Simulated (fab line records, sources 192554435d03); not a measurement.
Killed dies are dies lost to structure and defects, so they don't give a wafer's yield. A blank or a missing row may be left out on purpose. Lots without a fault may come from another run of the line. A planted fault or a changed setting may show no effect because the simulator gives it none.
fab line records | flow n5_finfet
record lots=5 wafers=15 last_day=17
route steps=1938 shown BEOL_M5@1142 PASSIVATION@1936
lots that met no fault: from a run of the same line without faults
start_h: hours from the record's first day to the start of the lot's first wafer shown | wait_h: hours since the lot's step before | " the same as in the row above | L1.1+2: a row that stands for several wafers | - no value, or no start given | * or withheld: withheld | < > ~ a bound
route shown NAME@n: a module of which the file shows steps, and the number in the route of the first | usual: mean/standard deviation of fault-free wafers | same: alike in all rows | chamber/n: place in a boat | sites: the reading at each site | _std_site: their standard deviation | _edge_site: outer sites' mean less inner sites' | radius_mm: how far each site lies from the wafer's centre | mask NAME#n: copy n | behind: the tool/chamber that last shaped the wafer | hold: why the lot was held/for how many hours/how that ended | device: the transistor (n, p or np) that didn't switch | end of line: the same wafers' tests at the end of the route | a step without rows: its recipe alone | killed: dies lost to structure and defects at the first sort, not the wafer's yield | map: a wafer's dies, x killed, . not, _ none there
set.NAME: the setting as run; set.NAME@STEP: as run at that earlier step | model.NAME: the simulator's own value behind a step, which no gauge read
lots at some steps of the route; a table a step, a row a wafer
services: from which hour (start_h, from the record's first day; less than 0 if before it) a tool's chamber was out of use, for how many hours, and why
## steps
# step N5_BEOL_M5_COAT_22
# recipe resist=CAR-EUV spin_rpm=1500 resist_thk_nm=30
# step N5_BEOL_M5_EBR_24
# recipe solvent=PGMEA ebr_width_mm=1.5
# step N5_BEOL_M5_SOFTBAKE_23
# recipe temp_c=110 time_s=60 resist=CAR-EUV
# step N5_BEOL_M5_EXPOSE_25
# recipe mask_id=V4 na=0.33 source_shape=quasar sigma_inner=0.2 sigma_outer=0.6 polarization=unpolarized defocus_nm=10 dose_mj=52.75
# step N5_BEOL_M5_PEB_26
# recipe peb_temp_c=100 peb_time_s=60 resist=CAR-EUV
# step N5_BEOL_M5_DEVELOP_27
# recipe develop_time_s=30 developer=TMAH resist=CAR-EUV rinse_liquid=surfactant_rinse dry=air_spin dev_temp_c=23
# step N5_BEOL_M5_CD_MEAS_28
# recipe target_cd_nm=30.6 landing_energy_ev=500 detector=se_inlens target_cd_y_nm=20 polarity=opening
# usual cd_nm=30.65/0.26
# columns lot.wafer tool chamber start_h wait_h cd_nm
L232.2 cd_sem-03 0 175.59 - 30.70
L232.4 " 0 " " 30.15
L232.5 " 0 " " 30.25
L240.1 cd_sem-02 0 222.76 - 30.72
L240.4 " 0 " " 30.76
L240.5 " 0 " " 30.84
L247.1 cd_sem-03 0 259.46 - 30.29
L247.2 " 0 " " 30.41
L247.4 " 0 " " 30.51
L253.3 cd_sem-03 0 298.37 - 30.58
L253.5 " 0 " " 30.50
L253.6 " 0 " " 30.36
L252.3 cd_sem-01 0 300.01 - 30.93
L252.4 " 0 " " 30.56
L252.5 " 0 " " 30.39
# step N5_BEOL_M5_OVL_MEAS_29
# recipe points_per_wafer=522
# usual V4_OVL=-0.1/0.7
# columns lot.wafer tool chamber start_h wait_h V4_OVL[nm]
L232.2 overlay-01 0 175.62 0.0 -0.6
L232.4 " 0 " " -1.3
L232.5 " 0 " " 0.2
L240.1 overlay-01 0 222.79 0.0 0.5
L240.4 " 0 " " 0.6
L240.5 " 0 " " 1.4
L247.1 overlay-01 0 259.49 0.0 0.1
L247.2 " 0 " " 0.8
L247.4 " 0 " " 0.9
L253.3 overlay-02 0 298.41 0.0 0.9
L253.5 " 0 " " -0.9
L253.6 " 0 " " 0.0
L252.3 overlay-01 0 300.05 0.0 0.9
L252.4 " 0 " " -0.2
L252.5 " 0 " " -0.5
# step N5_BEOL_M5_INSPECT_30
# recipe mode=adi inspect_instrument=brightfield
# usual raw_defect_count=381/88
# columns lot.wafer tool chamber start_h wait_h raw_defect_count
L232.2 defect_inspect-01 - 175.67 0.0 297
L232.4 " - " " 329
L232.5 " - " " 327
L240.1 defect_inspect-02 - 222.85 0.1 402
L240.4 " - " " 421
L240.5 " - " " 384
L247.1 defect_inspect-02 - 259.55 0.1 429
L247.2 " - " " 561
L247.4 " - " " 318
L253.3 defect_inspect-02 - 298.46 0.0 362
L253.5 " - " " 327
L253.6 " - " " 435
L252.3 defect_inspect-02 - 300.10 0.0 444
L252.4 " - " " 389
L252.5 " - " " 420
# step N5_BEOL_M5_DESCUM_33
# recipe chemistry=O2 time_s=7 source_power_w=50 bias_power_w=20 pressure_mtorr=20 rf_frequency_hz=2.712e+07 temp_c=40 resist=CAR-EUV o2_flow_sccm=225
# usual bias_power_w=20.00/0.057 drypump_motor_current_A=5.8/0.42 oes_product_au=0.79/0.071 rf_vpp_V=243.3/1 showerhead_plenum_p_Torr=2.10/0.048 throttle_valve_pct=20.38/0.28
# columns lot.wafer tool chamber start_h wait_h bias_power_w drypump_motor_current_A oes_product_au rf_hours_counter_h rf_vpp_V showerhead_plenum_p_Torr throttle_valve_pct
L232.2 rie_diel-03 1 175.71 0.0 20.00 6.1 0.75 151 244.7 2.19 20.40
L232.4 " 2 " " 20.07 5.5 0.75 144 242.8 2.09 20.35
L232.5 " 2 " " 20.08 5.5 0.74 - 243.7 2.09 20.36
L240.1 rie_diel-05 0 222.97 0.1 20.02 5.7 0.69 240 243.1 2.07 20.87
L240.4 " 1 " " 20.02 6.2 0.79 109 243.8 2.11 20.76
L240.5 " 2 " " 19.94 5.0 0.88 - 243.9 2.14 19.87
L247.1 rie_diel-03 0 260.20 0.7 19.93 6.2 0.76 148 241.9 2.01 20.17
L247.2 " 1 " " 20.01 6.2 0.72 177 244.2 2.18 20.43
L247.4 " 3 " " 20.00 6.2 0.86 - 244.1 2.13 20.34
L253.3 rie_diel-01 2 299.65 1.2 19.99 5.7 0.79 98 241.6 2.03 20.19
L253.5 " 3 " " 19.96 5.2 0.90 - 243.7 2.12 20.12
L253.6 " 0 " " 19.96 5.6 0.72 - 243.4 2.09 20.49
L252.3 rie_diel-05 3 300.78 0.7 20.06 5.4 0.72 196 243.8 2.08 20.97
L252.4 " 0 " " 19.98 5.7 1.00 0 242.9 2.07 20.45
L252.5 " 2 " " 19.97 5.0 0.86 - 245.4 2.13 19.89
# step N5_BEOL_M5_ETCH_75
# recipe chemistry=N2/H2 target=underlayer target_depth_a=65 mask_material=CAR-EUV time_s=5.2 ion_energy_ev=200 pressure_mtorr=30 source_w=840 bias_w=150 n2_flow_sccm=200 h2_flow_sccm=200 ends=cleared
# usual drypump_motor_current_A=5.8/0.42 etch_rf_on_time_s=5.17/0.1 oes_product_au=0.68/0.061 rf_vpp_V=524.1/2 showerhead_plenum_p_Torr=2.55/0.059 throttle_valve_pct=17.78/0.3
# columns lot.wafer tool chamber start_h wait_h drypump_motor_current_A etch_rf_on_time_s oes_product_au rf_hours_counter_h rf_vpp_V showerhead_plenum_p_Torr throttle_valve_pct
L232.2 rie_diel-03 1 175.74 0.0 6.1 5.21 0.63 151 529.5 2.66 17.88
L232.4 " 2 " " 5.5 5.10 0.64 144 524.9 2.55 17.90
L232.5 " 2 " " 5.5 5.17 0.64 - 524.4 2.55 17.91
L240.1 rie_diel-05 0 223.01 0.0 5.7 5.19 0.58 240 523.2 2.50 18.17
L240.4 " 1 " " 6.2 5.19 0.67 109 526.2 2.55 18.13
L240.5 " 2 " " 5.0 4.90 0.76 - 524.3 2.59 17.16
L247.1 rie_diel-03 0 260.24 0.0 6.2 5.25 0.66 148 522.3 2.44 17.59
L247.2 " 1 " " 6.2 5.26 0.63 177 529.2 2.65 17.94
L247.4 " 3 " " 6.2 5.20 0.74 - 526.2 2.59 17.70
L253.3 rie_diel-01 2 299.69 0.0 5.7 5.06 0.69 98 519.1 2.45 17.50
L253.5 " 3 " " 5.1 4.99 0.78 - 525.1 2.59 17.60
L253.6 " 0 " " 5.6 5.15 0.62 - 522.4 2.54 17.96
L252.3 rie_diel-05 3 300.82 0.0 5.4 5.20 0.62 196 524.6 2.51 18.27
L252.4 " 0 " " 5.7 5.14 0.85 0 521.2 2.50 17.71
L252.5 " 2 " " 5.0 5.04 0.74 - 525.5 2.58 17.18
# step N5_BEOL_M5_ETCH_67
# recipe chemistry=CF4 target=SiARC target_depth_a=156 mask_material=CAR-EUV time_s=26 ion_energy_ev=80 pressure_mtorr=40 source_w=545 bias_w=36 Ar_flow_sccm=100 cf4_flow_sccm=100 ends=cleared
# usual drypump_motor_current_A=5.8/0.42 etch_rf_on_time_s=25.9/0.46 oes_product_au=0.68/0.06 rf_vpp_V=184.1/0.97 showerhead_plenum_p_Torr=2.15/0.044 throttle_valve_pct=15.55/0.27
# columns lot.wafer tool chamber start_h wait_h drypump_motor_current_A etch_rf_on_time_s oes_product_au rf_hours_counter_h rf_vpp_V showerhead_plenum_p_Torr throttle_valve_pct
L232.2 rie_diel-03 1 175.76 0.0 6.1 26.1 0.64 151 186.2 2.23 15.58
L232.4 " 2 " " 5.5 25.5 0.64 144 184.8 2.15 15.58
L232.5 " 2 " " 5.4 25.4 0.64 - 182.3 2.15 15.58
L240.1 rie_diel-05 0 223.02 0.0 5.7 26.0 0.60 240 184.2 2.11 16.00
L240.4 " 1 " " 6.2 26.1 0.68 109 183.7 2.16 15.89
L240.5 " 2 " " 5.0 25.1 0.75 - 183.3 2.18 15.04
L247.1 rie_diel-03 0 260.25 0.0 6.2 26.3 0.66 148 183.1 2.06 15.42
L247.2 " 1 " " 6.1 26.6 0.61 177 184.3 2.22 15.63
L247.4 " 3 " " 6.2 26.1 0.73 - 183.6 2.17 15.42
L253.3 rie_diel-01 2 299.70 0.0 5.7 25.8 0.68 98 183.4 2.08 15.40
L253.5 " 3 " " 5.1 25.4 0.78 - 184.1 2.18 15.31
L253.6 " 0 " " 5.6 25.5 0.63 - 183.9 2.13 15.67
L252.3 rie_diel-05 3 300.83 0.0 5.4 26.3 0.62 196 181.7 2.13 16.16
L252.4 " 0 " " 5.7 25.9 0.85 0 182.3 2.11 15.51
L252.5 " 2 " " 5.0 25.3 0.74 - 184.1 2.18 15.05
# step N5_BEOL_M5_ETCH_68
# recipe chemistry=N2/H2 target=SOC target_depth_a=800 overetch_a=160 mask_material=SiARC temp_c=40 time_s=120 ion_energy_ev=200 pressure_mtorr=30 source_w=840 bias_w=150 n2_flow_sccm=200 h2_flow_sccm=200
# usual drypump_motor_current_A=5.8/0.42 oes_product_au=0.61/0.051 rf_vpp_V=524.0/1.7 showerhead_plenum_p_Torr=2.55/0.059 throttle_valve_pct=17.74/0.29
# columns lot.wafer tool chamber start_h wait_h drypump_motor_current_A oes_product_au rf_hours_counter_h rf_vpp_V showerhead_plenum_p_Torr throttle_valve_pct model.SiARC_of_BEOL_M5_COAT_66.thk_nm model.BEOL_M5.cd_nm
L232.2 rie_diel-03 1 175.79 0.0 6.1 0.58 151 526.3 2.66 17.87 6.6 28
L232.4 " 2 " " 5.5 0.57 144 522.9 2.55 17.84 6.4 28.4
L232.5 " 2 " " 5.5 0.57 - 523.5 2.55 17.85 6.4 28
L240.1 rie_diel-05 0 223.05 0.0 5.7 0.53 240 522.6 2.50 18.13 6.6 28
L240.4 " 1 " " 6.2 0.61 109 523.4 2.55 18.10 6.4 28
L240.5 " 2 " " 5.0 0.66 - 523.9 2.59 17.14 6.2 28
L247.1 rie_diel-03 0 260.28 0.0 6.2 0.59 148 521.0 2.44 17.54 6.4 28
L247.2 " 1 " " 6.1 0.56 177 526.1 2.65 17.88 6.4 28
L247.4 " 3 " " 6.3 0.66 - 524.9 2.59 17.65 7.8 27.8
L253.3 rie_diel-01 2 299.73 0.0 5.7 0.61 98 522.2 2.45 17.45 6.4 27.4
L253.5 " 3 " " 5.1 0.68 - 525.4 2.59 17.54 6.2 27.6
L253.6 " 0 " " 5.6 0.56 - 523.9 2.54 17.91 6.4 27.6
L252.3 rie_diel-05 3 300.86 0.0 5.4 0.56 196 522.5 2.51 18.22 6.4 28.6
L252.4 " 0 " " 5.7 0.76 0 523.3 2.50 17.69 6.4 28
L252.5 " 2 " " 5.0 0.65 - 524.4 2.58 17.17 6.2 28
# step N5_BEOL_M5_STRIP_69
# recipe chemistry=N2/H2 temp_c=40 n2_flow_sccm=200 h2_flow_sccm=200 rf_frequency_hz=6e+07
# step N5_PASSIVATION_PROBE_49
# usual defect_limited_yield=91.3/1.3 killed_at_M0_to_M3=33/8.9 killed_at_M4_up=15/5.4 killed_at_contacts=13/5.8 killed_at_front_end=39/9.9 killed_at_other=3.2/2.9 killed_dies=102/15 killed_open=68/12 killed_short=34/7.6 sort_bin_5_function=5.1/0.89 sort_bin_6_memory=3.2/0.63 sort_n_pass=1078/15 sort_yield_pct=91.3/1.3
# same gross_dies=1180 killed_at_back_side=0 sort_bin_4_leakage[%]=0 sort_bin_8_speed[%]=0
# columns lot.wafer tool chamber start_h wait_h defect_limited_yield[%] killed_at_M0_to_M3 killed_at_M4_up killed_at_contacts killed_at_front_end killed_at_other killed_dies killed_open killed_short sort_bin_5_function[%] sort_bin_6_memory[%] sort_n_pass sort_yield_pct[%]
L240.4 prober-01 - 324.85 0.2 91.5 38 25 11 24 2 100 77 22 5.3 2.6 1080 91.5
L247.1 prober-02 - 360.21 0.0 89.0 39 25 5 61 0 130 69 61 6.7 4.0 1050 89.0
L247.2 prober-02 - 360.26 0.1 91.3 30 16 9 47 1 103 61 40 4.8 3.5 1077 91.3
L247.4 prober-02 - 360.36 0.2 90.7 32 19 13 46 0 110 75 35 5.8 3.3 1070 90.7
# killed by level:class
L240.4 MOL_CONTACT_COAG:geometric_particle:open=10 BEOL_M4:geometric_particle:open=10 BEOL_M0_SAQP:geometric_particle:short=8 BEOL_M0_SAQP:geometric_particle:open=8 BEOL_M2:geometric_particle:open=8 BEOL_M0:geometric_particle:open=5 STARTING-WAFER:geometric_particle:open=5 FIN_SAQP:geometric_particle:open=4
L247.1 FIN_SAQP:geometric_particle:short=25 BEOL_M4:geometric_particle:open=17 STI_FIN_REVEAL:geometric_particle:open=11 BEOL_M0_SAQP:geometric_particle:short=10 BEOL_M1:geometric_particle:open=10 FIN_SAQP:geometric_particle:open=7 BEOL_M0_SAQP:geometric_particle:open=6 BEOL_M0:geometric_particle:open=6
L247.2 FIN_SAQP:geometric_particle:short=13 GATE_CUT:geometric_particle:short=12 FIN_SAQP:geometric_particle:open=10 BEOL_M0_SAQP:geometric_particle:open=9 BEOL_M0_SAQP:geometric_particle:short=8 MOL_CONTACT_COAG:geometric_particle:open=6 GATE_CUT:geometric_particle:open=5 BEOL_M3:geometric_particle:open=5
L247.4 STI_FIN_REVEAL:geometric_particle:open=13 MOL_CONTACT_COAG:geometric_particle:open=10 BEOL_M4:geometric_particle:open=10 BEOL_M2:geometric_particle:open=9 FIN_SAQP:geometric_particle:open=8 FIN_SAQP:geometric_particle:short=7 BEOL_M1:geometric_particle:open=6 BEOL_M0_SAQP:geometric_particle:open=6
## services
# columns tool chamber start_h hours kind
rie_diel-01 3 177.08 - clean
rie_diel-01 3 177.08 - consumable_replace:focus_ring
rie_diel-01 3 177.08 12.5 scheduled_down
rie_diel-01 3 177.08 12.5 vent_cycle
rie_diel-01 - 232.90 2.8 pm
rie_diel-03 2 248.66 32.5 repair
rie_diel-05 - 255.94 4.4 repair
rie_diel-03 3 261.12 1.6 repair
rie_diel-05 0 261.54 - clean
rie_diel-05 0 261.54 - consumable_replace:focus_ring
rie_diel-05 0 261.54 20.1 scheduled_down
rie_diel-05 0 261.54 20.1 vent_cycle
rie_diel-05 - 265.35 34.4 repair
## key
first_sign none at tools or gauges
model_effect step=N5_BEOL_M5_ETCH_68 value=SiARC_of_BEOL_M5_COAT_66.thk_nm without=6.4 struck=7.8
met_at N5_BEOL_M5_ETCH_68
struck_wafers L247.4
fault kind=process_parameter_drift tool=rie_diel-03 chamber=3 onset_h=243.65 steps=N5_BEOL_M5_ETCH_68 channel=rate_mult offset=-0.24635 shape=step end_h=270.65
